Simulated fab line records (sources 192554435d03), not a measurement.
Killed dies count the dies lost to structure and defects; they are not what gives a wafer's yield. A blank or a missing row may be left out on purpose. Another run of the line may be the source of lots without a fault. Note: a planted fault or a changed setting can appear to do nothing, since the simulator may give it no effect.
Matching of chambers / flow n5 finfet / N5_MOL_CONTACT_COAG_ETCHBACK_136 on rie diel-01 has 4 sister chambers
The step etches SiO2 in CHF3, target depth 25 nm, time 16.7 s. 4 wafers are shown with their chamber, then 7 later ones without.

WAFERS PAIRED WITH THEIR CHAMBERS
wafer=L080.5; chamber=2; drypump motor current A (A)=5.0
wafer=L083.5; chamber=0; drypump motor current A (A)=6.5
wafer=L086.2; chamber=3; drypump motor current A (A)=5.2
wafer=L086.3; chamber=1; drypump motor current A (A)=5.6

WAFERS MISSING THEIR CHAMBER
wafer=L086.4; drypump motor current A (A)=4.9
wafer=L092.1; drypump motor current A (A)=5.2
wafer=L092.2; drypump motor current A (A)=5.6
wafer=L092.6; drypump motor current A (A)=5.6
wafer=L093.3; drypump motor current A (A)=6.5
wafer=L093.4; drypump motor current A (A)=5.7
wafer=L093.5; drypump motor current A (A)=5.2

WHICH CHAMBER EACH WENT THROUGH
wafer=L086.4; from the rows above=2; in truth=2
wafer=L092.1; from the rows above=3; in truth=3
wafer=L092.2; from the rows above=1; in truth=1
wafer=L092.6; from the rows above=1; in truth=1
wafer=L093.3; from the rows above=0; in truth=0
wafer=L093.4; from the rows above=1; in truth=1
wafer=L093.5; from the rows above=3; in truth=3
Correctly placed: 7 of 7. Number that these rows cannot place: 0. Wrongly placed: 0.
How it was worked out, from the rows above alone: a wafer's distance from a chamber is the root of the sum, over the readings, of the square of ((its reading less the chamber's mean) divided by the reading's scatter). If the next closest chamber is less than 2 further off than the closest, the wafer can't be placed; otherwise it belongs to the closest. A chamber's mean is the mean of its shown wafers. The scatter: with one shown wafer a chamber, the root of the mean of the squares of how far each hidden wafer lies from its nearest shown one.
